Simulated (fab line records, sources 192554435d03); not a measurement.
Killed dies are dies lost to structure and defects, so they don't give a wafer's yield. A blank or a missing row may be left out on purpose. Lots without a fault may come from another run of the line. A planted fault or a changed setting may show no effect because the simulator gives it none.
Split-lot experiment | flow n5_finfet | 7 lots, 21 wafers read, on a route of 1938 steps

THE SPLIT
At N5_DUMMY_GATE_COAT_28 (time 60 s, resist thk 10 nm), the setting spin_rpm was moved away from the recipe's 1500 rpm on 5 of the 21 wafers read, by +6.5% to +8.9%. The other wafers ran this setting at the recipe's value.

The reading is taken at the split's own step.

THE READING
underlayer_of_DUMMY_GATE_COAT_28.thk_nm (the simulator's own value, which no gauge read), in nm, at N5_DUMMY_GATE_COAT_28 (time 60 s, resist thk 10 nm). The file gives no usual value for it.

wafer  | tool, chamber at the split | spin_rpm as run, rpm | against the recipe | underlayer_of_DUMMY_GATE_COAT_28.thk_nm, nm | against lot-mates on the recipe
L082.1 | litho_track-05, 0          | 1500                 | recipe             | 10                                          | -
L082.2 | litho_track-05, 0          | 1500                 | recipe             | 10                                          | -
L082.3 | litho_track-05, 0          | 1500                 | recipe             | 10                                          | -
L083.4 | litho_track-03, 0          | 1500                 | recipe             | 10                                          | -
L083.5 | litho_track-03, 0          | 1601                 | +6.7%              | 9.8                                         | -0.2
L083.6 | litho_track-03, 0          | 1601                 | +6.7%              | 9.8                                         | -0.2
L087.2 | litho_track-03, 0          | 1500                 | recipe             | 10                                          | -
L087.5 | litho_track-03, 0          | 1500                 | recipe             | 10                                          | -
L087.6 | litho_track-03, 0          | 1500                 | recipe             | 10                                          | -
L088.2 | litho_track-04, 0          | 1500                 | recipe             | 10                                          | -
L088.5 | litho_track-04, 0          | 1500                 | recipe             | 10                                          | -
L088.6 | litho_track-04, 0          | 1500                 | recipe             | 10                                          | -
L089.1 | litho_track-05, 0          | 1500                 | recipe             | 10                                          | -
L089.5 | litho_track-05, 0          | 1500                 | recipe             | 10                                          | -
L089.6 | litho_track-05, 0          | 1597                 | +6.5%              | 9.6                                         | -0.4
L093.1 | litho_track-04, 0          | 1500                 | recipe             | 10                                          | -
L093.3 | litho_track-04, 0          | 1500                 | recipe             | 10                                          | -
L093.5 | litho_track-04, 0          | 1500                 | recipe             | 10                                          | -
L094.1 | litho_track-04, 0          | 1634                 | +8.9%              | 9.6                                         | -0.4
L094.5 | litho_track-04, 0          | 1634                 | +8.9%              | 9.6                                         | -0.4
L094.4 | litho_track-04, 0          | 1500                 | recipe             | 10                                          | -

THE FIT
A straight line over all 21 wafers: underlayer_of_DUMMY_GATE_COAT_28.thk_nm changes by -0.0426 nm for each +1% of spin_rpm; r = -0.96; the points scatter about the line by 0.041 nm.
The same after taking each lot's own level away (the mean of its wafers on the recipe; 21 wafers): -0.0426 nm for each +1%; r = -0.96; scatter 0.041 nm.
On that fit, the largest move of spin_rpm shifts the reading by 0.38 nm.
The lots' own levels span 10.00 to 10.00 nm.
So the lot-to-lot level changes the slope little: the two slopes agree.
Check: with one of the wafers moved furthest among these (+8.9%) left out of the fit, the line predicts -0.373 nm for it against its lot-mates. It came out at -0.4 nm against them.

OTHER SPLITS ON THESE WAFERS
These wafers also went through other splits before the reading. Each is held against what the fit with the lots' levels taken away leaves over:
other split on the same wafers  | wafers away from the commonest value | r with underlayer_of_DUMMY_GATE_COAT_28.thk_nm (lot level and that fit taken away)
N5_ZERO_LAYER_EXPOSE_08 dose_mj | 5                                    | -0.20
N5_WELL_APT_COAT_02 spin_rpm    | 7                                    | -0.16
N5_FIN_SAQP_ALD_61 ald_cycles   | 10                                   | -0.07
N5_FIN_SAQP_COAT_50 spin_rpm    | 11                                   | -0.26
N5_FIN_SAQP_COAT_68 spin_rpm    | 8                                    | -0.15
N5_DUMMY_GATE_PECVD_30 time_s   | 7                                    | +0.15

THE FILE'S OWN FIT
underlayer_of_DUMMY_GATE_COAT_28.thk_nm changes by -0.045 nm for each +1% of spin_rpm, r = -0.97.
